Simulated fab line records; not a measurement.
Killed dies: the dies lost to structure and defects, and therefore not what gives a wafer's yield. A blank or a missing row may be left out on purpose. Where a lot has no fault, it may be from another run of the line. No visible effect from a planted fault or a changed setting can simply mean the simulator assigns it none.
fab line records -- flow n5_finfet
[record] lots = 9, wafers = 27, last_day = 17
route steps=1938 shown BEOL_M4@1111 BEOL_M12@1637 PASSIVATION@1936
lots untouched by any fault: they come from a run of this same line in which no faults occurred
start_h: the number of hours between the record's first day and the start of the first shown wafer of the lot -- wait_h: how many hours have passed since the lot's step before this one -- " unchanged from the row above -- L1.1+2: a single row standing in for several wafers -- - no value, or no start given -- * or withheld: withheld -- < > ~ a bound
route shown NAME@n: a module of which the file shows steps, and the number in the route of the first -- usual: average and standard deviation across the fault-free wafers -- same: alike in all rows -- chamber/n: place in a boat -- sites: each site's reading -- _std_site: the standard deviation of these -- _edge_site: outer sites' mean less inner sites' -- radius_mm: how far each site lies from the wafer's centre -- mask NAME#n: copy n -- behind: the most recent tool/chamber to have shaped the wafer -- hold: reason for holding the lot/hours on hold/outcome of the hold -- device: names the non-switching transistor (n, p or np) -- end of line: the tests these same wafers got at the end of their route -- step lacking rows: just its recipe -- killed: dies that structure and defects cost at the first sort, which is not the same as the wafer's yield -- map: shows each die of a wafer: x if killed, . if not, _ if none is there
set.NAME: the setting as run; set.NAME@STEP: as run at that earlier step -- model.NAME: the simulator's own value behind a step, which no gauge read
a sample of lots followed through the steps of the route, with each step as a table and each wafer as a row
services: when a tool's chamber went out of use (start_h, in hours from the record's first day, below 0 if earlier), for how many hours, and the reason
[[steps]]
[step N5_BEOL_M4_RC_MEAS_101]
[usual] DIBL_N = 35.9/1.3, DIBL_P = 35.9/1.6, IOFF_N = 0.156/0.022, IOFF_P = 0.205/0.023, ION_N = 675/9, ION_P = 463/5.6, SS_N = 71.4/0.57, SS_P = 73.1/0.52, VT_N = 249.7/2.8, VT_P = -250.2/2.5
lot.wafer,tool,chamber,start_h,wait_h,DIBL_N[mV/V],DIBL_P[mV/V],IOFF_N[nA/um],IOFF_P[nA/um],ION_N[uA/um],ION_P[uA/um],SS_N[mV/dec],SS_P[mV/dec],VT_N[mV],VT_P[mV]
L680.1,prober-02,0,172.14,0.0,35.6,34.2,0.159,0.222,675,464,71.5,73.0,246.2,-248.6
L680.3,prober-02,0,172.14,0.0,35.5,34.0,0.150,0.217,666,461,72.1,72.8,250.6,-248.1
L680.6,prober-02,0,172.14,0.0,35.9,33.5,0.156,0.207,667,457,71.5,72.6,248.4,-250.1
L683.1,prober-01,0,197.44,0.0,35.5,36.9,0.157,0.188,677,460,70.8,73.3,249.9,-252.9
L683.3,prober-01,0,197.44,0.0,36.9,38.7,0.190,0.218,691,466,71.9,73.0,248.4,-249.9
L683.5,prober-01,0,197.44,0.0,37.6,39.1,0.204,0.226,688,459,72.4,73.5,246.2,-252.3
L687.2,prober-02,0,222.86,0.2,37.2,36.4,0.155,0.213,672,463,72.2,73.2,249.8,-249.4
L687.3,prober-02,0,222.86,0.2,35.3,34.1,0.128,0.190,656,456,71.9,72.2,253.4,-249.6
L687.6,prober-02,0,222.86,0.2,35.9,35.7,0.136,0.205,661,459,71.6,73.4,250.5,-251.1
L688.3,prober-01,0,225.88,0.3,35.3,34.7,0.144,0.198,676,461,70.3,72.7,252.4,-253.1
L688.4,prober-01,0,225.88,0.3,35.4,34.5,0.139,0.194,667,460,70.1,73.5,251.9,-251.6
L688.5,prober-01,0,225.88,0.3,35.5,34.6,0.142,0.196,668,455,71.1,73.1,251.9,-250.6
L693.1,prober-02,0,256.13,0.0,35.0,34.1,0.152,0.185,682,461,71.5,72.6,249.4,-250.4
L693.4,prober-02,0,256.13,0.0,35.4,34.7,0.160,0.192,683,458,71.3,72.6,248.1,-252.3
L693.5,prober-02,0,256.13,0.0,34.6,34.4,0.155,0.186,685,465,71.3,72.8,248.4,-250.2
L697.1,prober-01,0,283.08,0.0,36.3,38.4,0.182,0.202,691,465,71.5,73.7,248.3,-251.0
L697.2,prober-01,0,283.08,0.0,36.8,38.6,0.172,0.191,672,450,70.8,73.3,250.8,-254.4
L697.3,prober-01,0,283.08,0.0,37.0,39.0,0.192,0.207,689,460,71.8,73.4,245.5,-251.1
L700.1,prober-02,0,293.45,0.0,38.2,37.6,0.172,0.217,680,462,71.6,74.0,247.7,-248.9
L700.4,prober-02,0,293.45,0.0,37.4,36.7,0.151,0.204,663,457,71.9,73.9,251.6,-250.7
L700.5,prober-02,0,293.45,0.0,39.1,39.4,0.197,0.249,679,463,72.1,74.4,246.0,-247.2
L698.3,prober-01,0,293.60,0.3,35.7,37.2,0.150,0.185,666,457,71.5,72.9,252.0,-253.1
L698.4,prober-01,0,293.60,0.3,35.8,37.6,0.152,0.198,665,459,71.9,73.2,249.6,-253.4
L698.6,prober-01,0,293.60,0.3,34.8,36.8,0.139,0.183,665,456,71.7,72.6,252.1,-254.4
L702.2,prober-02,0,298.43,0.2,38.9,38.9,0.200,0.240,683,463,71.4,74.7,246.9,-249.0
L702.3,prober-02,0,298.43,0.2,38.1,36.9,0.182,0.209,680,460,71.7,73.5,248.8,-250.7
L702.6,prober-02,0,298.43,0.2,37.4,36.3,0.172,0.203,680,462,71.7,73.1,250.2,-252.5
[step N5_BEOL_M12_ETCH_68]
[recipe] chemistry = N2/H2, target = SOC, mask_material = SiARC, source_w = 3000, bias_w = 350, temp_c = 40, time_s = 285, ion_energy_ev = 200, pressure_mtorr = 30, n2_flow_sccm = 200, h2_flow_sccm = 200
[usual] bias_w = 350.1/1, chamber_pressure_mTorr = 30.002/0.026, drypump_motor_current_A = 5.8/0.31, h2_flow_sccm = 200.0/0.68, oes_product_au = 0.78/0.089, rf_vpp_V = 524.2/2.5, showerhead_plenum_p_Torr = 2.56/0.085, throttle_valve_pct = 17.8/0.3
lot.wafer,tool,chamber,start_h,wait_h,bias_w,chamber_pressure_mTorr,drypump_motor_current_A,h2_flow_sccm,oes_product_au,rf_hours_counter_h,rf_vpp_V,showerhead_plenum_p_Torr,throttle_valve_pct
L680.1,rie_diel-03,1,232.56,0.1,348.5,30.009,5.4,198.9,0.73,185,521.7,2.42,17.4
L680.3,rie_diel-03,3,232.56,0.1,348.9,29.976,5.6,198.7,0.71,198,524.4,2.52,18.1
L680.6,rie_diel-03,3,232.56,0.1,349.7,30.026,5.6,199.4,0.71,-,522.7,2.52,18.1
L683.1,rie_diel-04,0,261.06,0.1,350.1,29.936,6.3,198.8,1.01,1,525.9,2.61,17.5
L683.3,rie_diel-04,1,261.06,0.1,349.9,29.984,6.5,200.8,0.93,20,525.2,2.60,17.6
L683.5,rie_diel-04,2,261.06,0.1,350.3,30.039,6.1,200.7,0.74,-,523.8,2.53,18.3
L687.2,rie_diel-03,1,284.69,0.1,352.0,29.988,5.4,199.9,0.71,204,520.6,2.42,17.5
L687.3,rie_diel-03,2,284.69,0.1,352.2,29.982,5.8,199.3,0.83,86,528.1,2.67,17.5
L687.6,rie_diel-03,0,284.69,0.1,350.3,29.996,5.7,199.4,0.95,-,525.0,2.60,17.7
L688.3,rie_diel-03,0,290.69,0.1,348.9,29.983,5.7,199.7,0.96,15,525.7,2.60,17.7
L688.4,rie_diel-03,2,290.69,0.1,350.1,30.021,5.7,200.3,0.83,88,526.6,2.67,17.4
L688.5,rie_diel-03,3,290.69,0.1,349.8,30.000,5.5,200.1,0.70,-,523.7,2.51,18.1
L693.1,rie_diel-04,1,319.58,0.1,349.6,30.017,6.5,200.6,0.90,39,524.9,2.59,17.7
L693.4,rie_diel-04,2,319.58,0.1,350.9,30.009,6.1,201.2,0.72,215,522.8,2.52,18.4
L693.5,rie_diel-04,2,319.58,0.1,350.3,30.021,6.1,200.0,0.72,-,523.4,2.52,18.4
L697.1,rie_diel-05,1,350.91,0.1,350.6,30.000,5.5,201.3,0.66,248,525.9,2.62,18.0
L697.2,rie_diel-05,3,350.91,0.1,350.2,29.995,5.8,200.1,0.78,115,521.3,2.44,17.7
L697.3,rie_diel-05,0,350.91,0.1,350.2,30.028,5.7,199.5,0.79,91,528.0,2.67,17.4
L700.1,rie_diel-05,3,360.01,0.1,349.2,30.027,5.8,199.8,0.77,119,520.8,2.44,17.7
L700.4,rie_diel-05,3,360.01,0.1,348.5,30.035,5.8,199.3,0.77,-,521.1,2.44,17.7
L700.5,rie_diel-05,0,360.01,0.1,350.8,29.972,5.7,200.4,0.78,-,528.9,2.67,17.4
L702.2,rie_diel-04,0,360.17,0.1,350.0,30.023,6.3,199.2,0.92,28,524.7,2.60,17.5
L702.3,rie_diel-04,1,360.17,0.1,348.8,30.026,6.4,201.2,0.88,50,524.0,2.59,17.7
L702.6,rie_diel-04,2,360.17,0.1,348.5,30.014,6.1,200.3,0.70,-,523.2,2.52,18.4
L698.3,rie_diel-04,0,365.81,0.1,351.2,30.033,6.3,199.0,0.92,30,525.6,2.60,17.5
L698.4,rie_diel-04,3,365.81,0.1,349.2,30.001,6.2,200.3,0.70,247,522.3,2.50,18.2
L698.6,rie_diel-04,1,365.81,0.1,351.2,30.069,6.5,201.6,0.87,-,524.1,2.59,17.7
[step N5_BEOL_M12_STRIP_37]
[recipe] chemistry = N2/H2, power_w = 1000, temp_c = 250, h2_frac = 0.65, overash_fraction = 0.3, pressure_mtorr = withheld, n2_flow_sccm = 1750, h2_flow_sccm = 3250
[usual] drypump_motor_current_A = 5.66/0.22, h2_flow_sccm = 3251/10, heater_power_w = 348/25, oes_product_au = 0.791/0.011
lot.wafer,tool,chamber,start_h,wait_h,drypump_motor_current_A,h2_flow_sccm,heater_power_w,oes_product_au,rf_hours_counter_h
L680.1,plasma_asher-01,1,232.93,0.0,5.73,3264,342,0.792,123
L680.3,plasma_asher-01,0,232.93,0.0,5.83,3259,351,0.794,-
L680.6,plasma_asher-01,1,232.93,0.0,5.73,3259,343,0.806,-
L683.1,plasma_asher-01,0,261.44,0.0,5.81,3272,358,0.766,129
L683.3,plasma_asher-01,1,261.44,0.0,5.76,3252,340,0.805,-
L683.5,plasma_asher-01,1,261.44,0.0,5.75,3245,341,0.793,-
L687.2,plasma_asher-02,1,285.06,0.0,5.74,3264,303,0.795,72
L687.3,plasma_asher-02,1,285.06,0.0,5.74,3268,307,0.794,-
L687.6,plasma_asher-02,1,285.06,0.0,5.73,3252,312,0.818,-
L688.3,plasma_asher-01,1,291.09,0.1,5.72,3244,343,0.780,-
L688.4,plasma_asher-01,0,291.09,0.1,5.82,3260,359,0.781,-
L688.5,plasma_asher-01,0,291.09,0.1,5.83,3262,368,0.802,-
L693.1,plasma_asher-02,1,319.96,0.0,5.72,3254,304,0.803,77
L693.4,plasma_asher-02,1,319.96,0.0,5.73,3244,309,0.784,-
L693.5,plasma_asher-02,0,319.96,0.0,5.22,3255,376,0.799,-
L697.1,plasma_asher-01,1,351.29,0.0,5.76,3253,336,0.789,148
L697.2,plasma_asher-01,0,351.29,0.0,5.83,3251,361,0.792,148
L697.3,plasma_asher-01,0,351.29,0.0,5.83,3248,347,0.788,-
L700.1,plasma_asher-02,0,360.39,0.0,5.22,3258,388,0.790,86
L700.4,plasma_asher-02,0,360.39,0.0,5.22,3251,381,0.785,-
L700.5,plasma_asher-02,0,360.39,0.0,5.23,3264,389,0.798,-
L702.2,plasma_asher-01,0,360.55,0.0,5.82,3246,353,0.797,150
L702.3,plasma_asher-01,1,360.55,0.0,5.75,3259,340,0.783,-
L702.6,plasma_asher-01,0,360.55,0.0,5.82,3255,358,0.789,-
L698.3,plasma_asher-01,1,366.21,0.1,5.77,3247,329,0.795,-
L698.4,plasma_asher-01,0,366.21,0.1,5.83,3257,353,0.784,-
L698.6,plasma_asher-01,0,366.21,0.1,5.83,3241,356,0.793,-
[step N5_BEOL_M12_ETCH_38]
[recipe] chemistry = CF4/N2, target = SiCN, target_depth_a = 687, taper_deg = 2, time_s = 73.4, ion_energy_ev = 150, mask_material = SiO2, pressure_mtorr = 40, source_w = 430, bias_w = 70, Ar_flow_sccm = 100, cf4_flow_sccm = 60, n2_flow_sccm = 60
[usual] bias_w = 70.00/0.23, cf4_flow_sccm = 60.02/0.19, drypump_motor_current_A = 5.8/0.34, oes_product_au = 0.80/0.099, rf_vpp_V = 382.8/1.7, showerhead_plenum_p_Torr = 2.22/0.066, throttle_valve_pct = 15.45/0.28
lot.wafer,tool,chamber,start_h,wait_h,bias_w,cf4_flow_sccm,drypump_motor_current_A,oes_product_au,rf_hours_counter_h,rf_vpp_V,showerhead_plenum_p_Torr,throttle_valve_pct
L680.1,rie_diel-05,2,235.66,-,70.06,60.03,5.5,0.82,73,383.4,2.23,15.35
L680.3,rie_diel-05,1,235.66,-,70.37,60.02,5.5,0.69,206,384.1,2.27,15.59
L680.6,rie_diel-05,0,235.66,-,69.85,59.99,5.6,0.84,-,385.8,2.33,15.14
L683.1,rie_diel-03,2,262.43,-,69.93,60.06,5.8,0.85,78,385.6,2.32,15.17
L683.3,rie_diel-03,0,262.43,-,69.97,59.95,5.7,0.99,6,384.2,2.26,15.29
L683.5,rie_diel-03,0,262.43,-,70.33,59.83,5.7,0.99,-,384.1,2.26,15.28
L687.2,rie_diel-03,1,286.54,-,-,-,-,-,-,-,-,-
L687.3,rie_diel-03,3,286.54,-,-,-,-,-,-,-,-,-
L687.6,rie_diel-03,3,286.54,-,-,-,-,-,-,-,-,-
L688.3,rie_diel-03,1,292.49,-,-,-,-,-,-,-,-,-
L688.4,rie_diel-03,0,292.49,-,-,-,-,-,-,-,-,-
L688.5,rie_diel-03,1,292.49,-,-,-,-,-,-,-,-,-
L693.1,rie_diel-04,3,323.54,-,69.88,60.08,6.2,0.72,230,382.0,2.18,15.84
L693.4,rie_diel-04,2,323.54,-,70.30,59.82,6.0,0.71,216,382.6,2.18,15.93
L693.5,rie_diel-04,0,323.54,-,69.76,60.01,6.2,0.95,-,383.6,2.25,15.15
L697.1,rie_diel-03,2,352.36,-,69.82,59.98,5.8,0.81,112,385.0,2.31,15.23
L697.2,rie_diel-03,0,352.36,-,70.04,60.12,5.7,0.92,38,383.9,2.24,15.35
L697.3,rie_diel-03,3,352.36,-,69.95,60.22,5.6,0.68,238,380.1,2.17,15.87
L700.1,rie_diel-03,0,360.90,-,70.31,59.95,5.6,0.90,41,383.4,2.24,15.35
L700.4,rie_diel-03,3,360.90,-,70.31,59.88,5.5,0.67,241,382.0,2.17,15.90
L700.5,rie_diel-03,0,360.90,-,70.35,59.72,5.7,0.90,-,383.2,2.24,15.35
L702.2,rie_diel-03,0,361.00,-,69.83,59.98,5.7,0.90,41,384.1,2.24,15.36
L702.3,rie_diel-03,1,361.00,-,70.07,60.09,5.5,0.70,232,379.9,2.09,15.19
L702.6,rie_diel-03,3,361.00,-,69.60,60.08,5.5,0.68,-,382.2,2.17,15.88
L698.3,rie_diel-04,2,367.23,-,69.61,59.68,6.1,0.70,233,380.7,2.17,15.95
L698.4,rie_diel-04,3,367.23,-,70.01,60.16,6.3,0.70,247,381.9,2.17,15.88
L698.6,rie_diel-04,0,367.23,-,70.16,60.04,6.2,0.92,-,384.1,2.25,15.17
[step N5_PASSIVATION_PROBE_49]
[usual] defect_limited_yield = 91.3/1.4, killed_at_M0_to_M3 = 35/11, killed_at_M4_up = 14/5.4, killed_at_contacts = 12/6.2, killed_at_front_end = 38/11, killed_at_other = 4.1/2.8, killed_dies = 103/17, killed_on_rim = 13/4, killed_open = 66/13, killed_short = 34/8.2, sort_bin_5_function = 5.1/0.89, sort_bin_6_memory = 3.3/0.72, sort_n_pass = 1077/17, sort_yield_pct = 91.3/1.4
[same] gross_dies = 1180, killed_at_back_side = 0, sort_bin_4_leakage[%] = 0, sort_bin_8_speed[%] = 0
lot.wafer,tool,chamber,start_h,wait_h,defect_limited_yield[%],killed_at_M0_to_M3,killed_at_M4_up,killed_at_contacts,killed_at_front_end,killed_at_other,killed_dies,killed_on_rim,killed_open,killed_short,sort_bin_5_function[%],sort_bin_6_memory[%],sort_n_pass,sort_yield_pct[%]
L683.1,prober-01,-,294.22,0.6,92.7,29,7,10,34,6,86,8,61,21,4.3,2.8,1094,92.7
L683.3,prober-01,-,294.32,0.7,92.4,32,13,9,35,1,90,15,65,20,4.3,3.1,1090,92.4
L683.5,prober-01,-,294.42,0.8,92.3,32,11,4,36,8,91,12,62,26,4.7,3.0,1089,92.3
L687.2,prober-01,-,328.92,0.1,0,43,1088,10,33,6,1180,152,66,36,96.4,3.1,0,0
L687.3,prober-01,-,328.97,0.1,0,43,1089,4,39,5,1180,152,63,38,96.4,3.3,0,0
L687.6,prober-01,-,329.12,0.3,0,32,1106,7,28,7,1180,152,53,32,96.9,2.9,0,0
L688.3,prober-01,-,334.87,0.1,0,22,1076,26,54,2,1180,152,76,39,96.2,3.5,0,0
L688.4,prober-01,-,334.92,0.2,0,22,1090,22,43,3,1180,152,69,34,96.1,3.6,0,0
L688.5,prober-01,-,334.97,0.2,0,24,1101,17,36,2,1180,152,64,28,98.0,1.9,0,0
// killed by level:class
L683.1 STI_FIN_REVEAL:geometric_particle:open=11 BEOL_M2:geometric_particle:open=7 MOL_CONTACT_COAG:geometric_particle:open=6 DUMMY_GATE:geometric_particle:open=6 BEOL_M3:geometric_particle:open=5 MOL_CONTACT_COAG:geometric_particle:short=4 FIN_SAQP:geometric_particle:open=3 STI_FIN_REVEAL:geometric_particle:short=3
L683.3 BEOL_M2:geometric_particle:open=10 MOL_CONTACT_COAG:geometric_particle:open=9 BEOL_M3:geometric_particle:open=8 STI_FIN_REVEAL:geometric_particle:open=7 BEOL_M4:geometric_particle:open=6 FIN_SAQP:geometric_particle:short=4 GATE_CUT:geometric_particle:short=4 GATE_CUT:geometric_particle:open=4
L683.5 BEOL_M2:geometric_particle:open=10 FIN_SAQP:geometric_particle:open=6 BEOL_M1:geometric_particle:open=6 STI_FIN_REVEAL:geometric_particle:open=5 GATE_CUT:geometric_particle:short=5 BEOL_M4:geometric_particle:open=5 FIN_SAQP:geometric_particle:short=4 MOL_CONTACT_COAG:geometric_particle:open=4
L687.2 BEOL_M12:area_etch=1078 BEOL_M0_SAQP:geometric_particle:open=11 FIN_SAQP:geometric_particle:open=10 MOL_CONTACT_COAG:geometric_particle:open=10 BEOL_M0_SAQP:geometric_particle:short=10 BEOL_M2:geometric_particle:open=7 FIN_SAQP:geometric_particle:short=5 BEOL_M1:geometric_particle:open=4
L687.3 BEOL_M12:area_etch=1079 BEOL_M0_SAQP:geometric_particle:open=12 FIN_SAQP:geometric_particle:open=10 BEOL_M0_SAQP:geometric_particle:short=10 FIN_SAQP:geometric_particle:short=6 DUMMY_GATE:geometric_particle:open=6 BEOL_M1:geometric_particle:open=5 BEOL_M2:geometric_particle:open=5
L687.6 BEOL_M12:area_etch=1093 FIN_SAQP:geometric_particle:open=7 BEOL_M3:geometric_particle:open=7 MOL_CONTACT_COAG:geometric_particle:open=6 BEOL_M0_SAQP:geometric_particle:short=6 STI_FIN_REVEAL:geometric_particle:open=5 BEOL_M0_SAQP:geometric_particle:open=5 ILD0:geometric_particle:short=4
L688.3 BEOL_M12:area_etch=1064 MOL_CONTACT_COAG:geometric_particle:open=23 FIN_SAQP:geometric_particle:open=15 FIN_SAQP:geometric_particle:short=13 BEOL_M0_SAQP:geometric_particle:short=7 GATE_CUT:geometric_particle:open=6 STI_FIN_REVEAL:geometric_particle:open=5 BEOL_M4:geometric_particle:open=4
L688.4 BEOL_M12:area_etch=1075 MOL_CONTACT_COAG:geometric_particle:open=14 STI_FIN_REVEAL:geometric_particle:open=11 MOL_CONTACT_COAG:geometric_particle:short=8 BEOL_M4:geometric_particle:open=8 FIN_SAQP:geometric_particle:open=7 FIN_SAQP:geometric_particle:short=6 BEOL_M2:geometric_particle:open=6
L688.5 BEOL_M12:area_etch=1087 MOL_CONTACT_COAG:geometric_particle:open=13 BEOL_M4:geometric_particle:open=10 DUMMY_GATE:geometric_particle:open=7 STI_FIN_REVEAL:geometric_particle:open=6 BEOL_M3:geometric_particle:short=6 BEOL_M1:geometric_particle:open=5 GATE_CUT:geometric_particle:open=4
[[services]]
tool,chamber,start_h,hours,kind
rie_diel-05,0,219.57,8.4,repair
rie_diel-03,0,230.47,-,clean
rie_diel-03,0,230.47,-,consumable_replace:focus_ring
rie_diel-03,0,230.47,17.0,scheduled_down
rie_diel-03,0,230.47,17.0,vent_cycle
rie_diel-05,2,241.26,2.6,repair
rie_diel-04,0,242.74,-,clean
rie_diel-04,0,242.74,-,consumable_replace:focus_ring
rie_diel-04,0,242.74,14.2,scheduled_down
rie_diel-04,0,242.74,14.2,vent_cycle
rie_diel-05,0,255.58,11.1,repair
rie_diel-04,0,266.18,6.3,repair
plasma_asher-02,-,298.53,11.6,pm
rie_diel-05,-,299.94,2.8,pm
plasma_asher-02,-,320.96,0.4,repair
rie_diel-03,-,321.59,0.2,repair
rie_diel-03,3,327.58,11.6,repair
rie_diel-04,1,328.03,7.2,repair
rie_diel-05,1,356.36,-,clean
rie_diel-05,1,356.36,-,consumable_replace:focus_ring
rie_diel-05,1,356.36,19.7,scheduled_down
rie_diel-05,1,356.36,19.7,vent_cycle
[[key]]
[first_sign] step = N5_BEOL_M12_ETCH_38, reading = tool_record, direction = missing
[effect] step = N5_PASSIVATION_PROBE_49, reading = killed_at_M4_up, direction = up, sigmas = 99+, usual = 14, struck = 1092
[more_kills_born_at] N5_BEOL_M12_ETCH_38@rie_diel-03 = 6476
met_at N5_BEOL_M12_ETCH_38
struck_lots L687,L688
later_rows_left_out L687.2,L687.3,L687.6,L688.3,L688.4,L688.5
not_acting_at N5_BEOL_M12_ETCH_68,N5_BEOL_M12_STRIP_37
onset_between 262.43 286.54
[fault] kind = skipped_step_whole, tool = rie_diel-03, chamber = -, onset_h = 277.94, steps = N5_BEOL_M12_ETCH_38, scope = struck_lots_only
// later_rows_left_out: the simulator's readings of these wafers behind a module that went badly wrong aren't trusted and aren't shown, but for the sort
